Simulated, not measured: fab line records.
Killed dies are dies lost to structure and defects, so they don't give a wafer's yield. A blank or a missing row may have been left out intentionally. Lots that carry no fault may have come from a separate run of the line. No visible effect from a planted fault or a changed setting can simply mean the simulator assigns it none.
Which tool did it? || flow nandHarc || Sampling: 24 lots, 72 wafers, 3 of 1302 route steps

WHAT THE GAUGES READ, wafer by wafer
NHARC_P_M1_CD_MEAS_09: the cd target is 130 nm. Usual: 130.1 nm for cdNm, sd 0.49.
{"lot": "L075", "measured": "day 6 20:56", "on": "cdSem-02", "cdNm (nm)": "129.9 129.6 130.0", "flag": ""}
{"lot": "L074", "measured": "day 6 22:18", "on": "cdSem-02", "cdNm (nm)": "129.2 130.1 129.2", "flag": ""}
{"lot": "L077", "measured": "day 7 14:37", "on": "cdSem-03", "cdNm (nm)": "129.6 130.0 130.0", "flag": ""}
{"lot": "L076", "measured": "day 7 14:53", "on": "cdSem-02", "cdNm (nm)": "130.2 130.8 130.2", "flag": ""}
{"lot": "L078", "measured": "day 8 03:28", "on": "cdSem-03", "cdNm (nm)": "130.8 129.9 130.2", "flag": ""}
{"lot": "L079", "measured": "day 8 17:46", "on": "cdSem-03", "cdNm (nm)": "130.3 130.6 130.3", "flag": ""}
{"lot": "L080", "measured": "day 8 19:35", "on": "cdSem-02", "cdNm (nm)": "129.7 128.9 129.5", "flag": ""}
{"lot": "L081", "measured": "day 9 01:31", "on": "cdSem-01", "cdNm (nm)": "130.5 130.4 129.9", "flag": ""}
{"lot": "L082", "measured": "day 9 15:16", "on": "cdSem-01", "cdNm (nm)": "129.6 130.3 130.2", "flag": ""}
{"lot": "L083", "measured": "day 9 20:07", "on": "cdSem-02", "cdNm (nm)": "130.4 130.1 129.4", "flag": ""}
{"lot": "L084", "measured": "day 10 14:35", "on": "cdSem-01", "cdNm (nm)": "131.0 130.2 129.8", "flag": ""}
{"lot": "L085", "measured": "day 10 20:15", "on": "cdSem-02", "cdNm (nm)": "130.7 130.5 129.9", "flag": ""}
{"lot": "L086", "measured": "day 11 04:19", "on": "cdSem-02", "cdNm (nm)": "130.4 130.8 130.3", "flag": ""}
{"lot": "L087", "measured": "day 11 14:08", "on": "cdSem-03", "cdNm (nm)": "130.0 130.3 130.8", "flag": ""}
{"lot": "L088", "measured": "day 12 07:05", "on": "cdSem-03", "cdNm (nm)": "130.1 130.1 130.4", "flag": ""}
{"lot": "L089", "measured": "day 12 12:39", "on": "cdSem-03", "cdNm (nm)": "130.8 130.1 129.8", "flag": ""}
{"lot": "L090", "measured": "day 13 05:12", "on": "cdSem-03", "cdNm (nm)": "130.7 130.2 130.5", "flag": ""}
{"lot": "L091", "measured": "day 13 13:13", "on": "cdSem-02", "cdNm (nm)": "130.8 130.3 130.4", "flag": ""}
{"lot": "L092", "measured": "day 13 19:18", "on": "cdSem-03", "cdNm (nm)": "130.5 129.8 129.7", "flag": ""}
{"lot": "L093", "measured": "day 14 04:05", "on": "cdSem-03", "cdNm (nm)": "130.5 130.6 130.3", "flag": ""}
{"lot": "L094", "measured": "day 14 09:45", "on": "cdSem-01", "cdNm (nm)": "130.0 130.0 129.5", "flag": ""}
{"lot": "L095", "measured": "day 14 21:21", "on": "cdSem-02", "cdNm (nm)": "129.9 130.2 130.0", "flag": ""}
{"lot": "L096", "measured": "day 15 11:07", "on": "cdSem-03", "cdNm (nm)": "129.4 129.5 129.6", "flag": ""}
{"lot": "L097", "measured": "day 16 01:58", "on": "cdSem-02", "cdNm (nm)": "130.3 130.2 130.3", "flag": ""}

EACH LOT AND THE TOOL THAT RAN IT (in order: tool; ch and the chambers of the sampled wafers; start)
{"lot": "L075", "NHARC_P_M0_PVD_20": "pvdSputter-02, day 6 20:56 or earlier", "NHARC_P_M0_PVD_21": "pvdSputter-02, day 6 20:56 or earlier"}
{"lot": "L074", "NHARC_P_M0_PVD_20": "pvdSputter-02, day 6 22:18 or earlier", "NHARC_P_M0_PVD_21": "pvdSputter-02, day 6 22:18 or earlier"}
{"lot": "L077", "NHARC_P_M0_PVD_20": "pvdSputter-01, day 7 14:37 or earlier", "NHARC_P_M0_PVD_21": "pvdSputter-01, day 7 14:37 or earlier"}
{"lot": "L076", "NHARC_P_M0_PVD_20": "pvdSputter-02, day 7 14:53 or earlier", "NHARC_P_M0_PVD_21": "pvdSputter-02, day 7 14:53 or earlier"}
{"lot": "L078", "NHARC_P_M0_PVD_20": "pvdSputter-01, day 8 03:28 or earlier", "NHARC_P_M0_PVD_21": "pvdSputter-01, day 8 03:28 or earlier"}
{"lot": "L079", "NHARC_P_M0_PVD_20": "pvdSputter-01, day 8 17:46 or earlier", "NHARC_P_M0_PVD_21": "pvdSputter-01, day 8 17:46 or earlier"}
{"lot": "L080", "NHARC_P_M0_PVD_20": "pvdSputter-03, day 8 19:35 or earlier", "NHARC_P_M0_PVD_21": "pvdSputter-03, day 8 19:35 or earlier"}
{"lot": "L081", "NHARC_P_M0_PVD_20": "pvdSputter-03, day 9 01:31 or earlier", "NHARC_P_M0_PVD_21": "pvdSputter-03, day 9 01:31 or earlier"}
{"lot": "L082", "NHARC_P_M0_PVD_20": "pvdSputter-01, day 9 15:16 or earlier", "NHARC_P_M0_PVD_21": "pvdSputter-01, day 9 15:16 or earlier"}
{"lot": "L083", "NHARC_P_M0_PVD_20": "pvdSputter-03, day 9 20:07 or earlier", "NHARC_P_M0_PVD_21": "pvdSputter-03, day 9 20:07 or earlier"}
{"lot": "L084", "NHARC_P_M0_PVD_20": "pvdSputter-02, day 10 14:35 or earlier", "NHARC_P_M0_PVD_21": "pvdSputter-02, day 10 14:35 or earlier"}
{"lot": "L085", "NHARC_P_M0_PVD_20": "pvdSputter-02, day 10 20:15 or earlier", "NHARC_P_M0_PVD_21": "pvdSputter-02, day 10 20:15 or earlier"}
{"lot": "L086", "NHARC_P_M0_PVD_20": "pvdSputter-03, day 11 04:19 or earlier", "NHARC_P_M0_PVD_21": "pvdSputter-03, day 11 04:19 or earlier"}
{"lot": "L087", "NHARC_P_M0_PVD_20": "pvdSputter-03, day 11 14:08 or earlier", "NHARC_P_M0_PVD_21": "pvdSputter-03, day 11 14:08 or earlier"}
{"lot": "L088", "NHARC_P_M0_PVD_20": "pvdSputter-01, day 12 07:05 or earlier", "NHARC_P_M0_PVD_21": "pvdSputter-01, day 12 07:05 or earlier"}
{"lot": "L089", "NHARC_P_M0_PVD_20": "pvdSputter-01, day 12 12:39 or earlier", "NHARC_P_M0_PVD_21": "pvdSputter-01, day 12 12:39 or earlier"}
{"lot": "L090", "NHARC_P_M0_PVD_20": "pvdSputter-03, day 13 05:12 or earlier", "NHARC_P_M0_PVD_21": "pvdSputter-03, day 13 05:12 or earlier"}
{"lot": "L091", "NHARC_P_M0_PVD_20": "pvdSputter-03, day 13 13:13 or earlier", "NHARC_P_M0_PVD_21": "pvdSputter-03, day 13 13:13 or earlier"}
{"lot": "L092", "NHARC_P_M0_PVD_20": "pvdSputter-03, day 13 19:18 or earlier", "NHARC_P_M0_PVD_21": "pvdSputter-03, day 13 19:18 or earlier"}
{"lot": "L093", "NHARC_P_M0_PVD_20": "pvdSputter-03, day 14 04:05 or earlier", "NHARC_P_M0_PVD_21": "pvdSputter-03, day 14 04:05 or earlier"}
{"lot": "L094", "NHARC_P_M0_PVD_20": "pvdSputter-01, day 14 09:45 or earlier", "NHARC_P_M0_PVD_21": "pvdSputter-01, day 14 09:45 or earlier"}
{"lot": "L095", "NHARC_P_M0_PVD_20": "pvdSputter-02, day 14 21:21 or earlier", "NHARC_P_M0_PVD_21": "pvdSputter-02, day 14 21:21 or earlier"}
{"lot": "L096", "NHARC_P_M0_PVD_20": "pvdSputter-03, day 15 11:07 or earlier", "NHARC_P_M0_PVD_21": "pvdSputter-03, day 15 11:07 or earlier"}
{"lot": "L097", "NHARC_P_M0_PVD_20": "pvdSputter-03, day 16 01:58 or earlier", "NHARC_P_M0_PVD_21": "pvdSputter-03, day 16 01:58 or earlier"}
- NHARC_P_M0_PVD_20: deposits TaN, target thk 5 nm, time 8.06 s.
- NHARC_P_M0_PVD_21: deposits Cu, target thk 30 nm, time 20.49 s.

WHAT THE TOOLS THEMSELVES READ (means of the sampled wafers that have a number; where no wafer has one, the mark that the record gives instead)
NHARC_P_M0_PVD_20. Usual: 29.6 % for throttleValvePct, sd 1.1.
{"lot": "L075", "tool": "pvdSputter-02", "throttleValvePct (%)": 30.1, "flag": ""}
{"lot": "L074", "tool": "pvdSputter-02", "throttleValvePct (%)": 30.3, "flag": ""}
{"lot": "L077", "tool": "pvdSputter-01", "throttleValvePct (%)": 29.3, "flag": ""}
{"lot": "L076", "tool": "pvdSputter-02", "throttleValvePct (%)": 30.1, "flag": ""}
{"lot": "L078", "tool": "pvdSputter-01", "throttleValvePct (%)": 29.1, "flag": ""}
{"lot": "L079", "tool": "pvdSputter-01", "throttleValvePct (%)": 28.8, "flag": ""}
{"lot": "L080", "tool": "pvdSputter-03", "throttleValvePct (%)": 28.5, "flag": ""}
{"lot": "L081", "tool": "pvdSputter-03", "throttleValvePct (%)": 28.7, "flag": ""}
{"lot": "L082", "tool": "pvdSputter-01", "throttleValvePct (%)": 29.4, "flag": ""}
{"lot": "L083", "tool": "pvdSputter-03", "throttleValvePct (%)": 30.8, "flag": ""}
{"lot": "L084", "tool": "pvdSputter-02", "throttleValvePct (%)": 30.7, "flag": ""}
{"lot": "L085", "tool": "pvdSputter-02", "throttleValvePct (%)": 30.2, "flag": ""}
{"lot": "L086", "tool": "pvdSputter-03", "throttleValvePct (%)": 28.6, "flag": ""}
{"lot": "L087", "tool": "pvdSputter-03", "throttleValvePct (%)": 28.8, "flag": ""}
{"lot": "L088", "tool": "pvdSputter-01", "throttleValvePct (%)": 30.0, "flag": ""}
{"lot": "L089", "tool": "pvdSputter-01", "throttleValvePct (%)": 29.5, "flag": ""}
{"lot": "L090", "tool": "pvdSputter-03", "throttleValvePct (%)": 28.7, "flag": ""}
{"lot": "L091", "tool": "pvdSputter-03", "throttleValvePct (%)": 29.3, "flag": ""}
{"lot": "L092", "tool": "pvdSputter-03", "throttleValvePct (%)": 29.7, "flag": ""}
{"lot": "L093", "tool": "pvdSputter-03", "throttleValvePct (%)": 29.8, "flag": ""}
{"lot": "L094", "tool": "pvdSputter-01", "throttleValvePct (%)": 30.0, "flag": ""}
{"lot": "L095", "tool": "pvdSputter-02", "throttleValvePct (%)": 30.7, "flag": ""}
{"lot": "L096", "tool": "pvdSputter-03", "throttleValvePct (%)": 29.4, "flag": ""}
{"lot": "L097", "tool": "pvdSputter-03", "throttleValvePct (%)": 28.6, "flag": ""}

NHARC_P_M0_PVD_21. Usual: 29.6 % for throttleValvePct, sd 1.
{"lot": "L075", "tool": "pvdSputter-02", "throttleValvePct (%)": 30.2, "flag": ""}
{"lot": "L074", "tool": "pvdSputter-02", "throttleValvePct (%)": 30.3, "flag": ""}
{"lot": "L077", "tool": "pvdSputter-01", "throttleValvePct (%)": 29.3, "flag": ""}
{"lot": "L076", "tool": "pvdSputter-02", "throttleValvePct (%)": 30.1, "flag": ""}
{"lot": "L078", "tool": "pvdSputter-01", "throttleValvePct (%)": 29.0, "flag": ""}
{"lot": "L079", "tool": "pvdSputter-01", "throttleValvePct (%)": 28.9, "flag": ""}
{"lot": "L080", "tool": "pvdSputter-03", "throttleValvePct (%)": 28.1, "flag": ""}
{"lot": "L081", "tool": "pvdSputter-03", "throttleValvePct (%)": 29.6, "flag": ""}
{"lot": "L082", "tool": "pvdSputter-01", "throttleValvePct (%)": 29.1, "flag": ""}
{"lot": "L083", "tool": "pvdSputter-03", "throttleValvePct (%)": 30.3, "flag": ""}
{"lot": "L084", "tool": "pvdSputter-02", "throttleValvePct (%)": 30.1, "flag": ""}
{"lot": "L085", "tool": "pvdSputter-02", "throttleValvePct (%)": 30.4, "flag": ""}
{"lot": "L086", "tool": "pvdSputter-03", "throttleValvePct (%)": 28.2, "flag": ""}
{"lot": "L087", "tool": "pvdSputter-03", "throttleValvePct (%)": 29.7, "flag": ""}
{"lot": "L088", "tool": "pvdSputter-01", "throttleValvePct (%)": 30.1, "flag": ""}
{"lot": "L089", "tool": "pvdSputter-01", "throttleValvePct (%)": 29.9, "flag": ""}
{"lot": "L090", "tool": "pvdSputter-03", "throttleValvePct (%)": 29.0, "flag": ""}
{"lot": "L091", "tool": "pvdSputter-03", "throttleValvePct (%)": 29.7, "flag": ""}
{"lot": "L092", "tool": "pvdSputter-03", "throttleValvePct (%)": 29.2, "flag": ""}
{"lot": "L093", "tool": "pvdSputter-03", "throttleValvePct (%)": 29.3, "flag": ""}
{"lot": "L094", "tool": "pvdSputter-01", "throttleValvePct (%)": 29.3, "flag": ""}
{"lot": "L095", "tool": "pvdSputter-02", "throttleValvePct (%)": 30.0, "flag": ""}
{"lot": "L096", "tool": "pvdSputter-03", "throttleValvePct (%)": 29.2, "flag": ""}
{"lot": "L097", "tool": "pvdSputter-03", "throttleValvePct (%)": 29.7, "flag": ""}

THE ANSWER, worked out from the rows above alone
Rule: take the mean of a lot's wafers that have a number; if it is more than 3 standard deviations from the usual mean, the lot is off. Also off: a lot with no number at a reading for which 4 or more lots have one. All remaining lots with rows at the step are treated as sound. First the gauges in route order, then the tools' own readings, where a lot's mean is used as printed above. At the first step where some lot is off, the reading lying furthest off is the one used; lots without a number count as furthest.
Nothing can be told from this: no lot is off at any reading shown.

WHAT WAS PUT IN BY THE SIMULATOR
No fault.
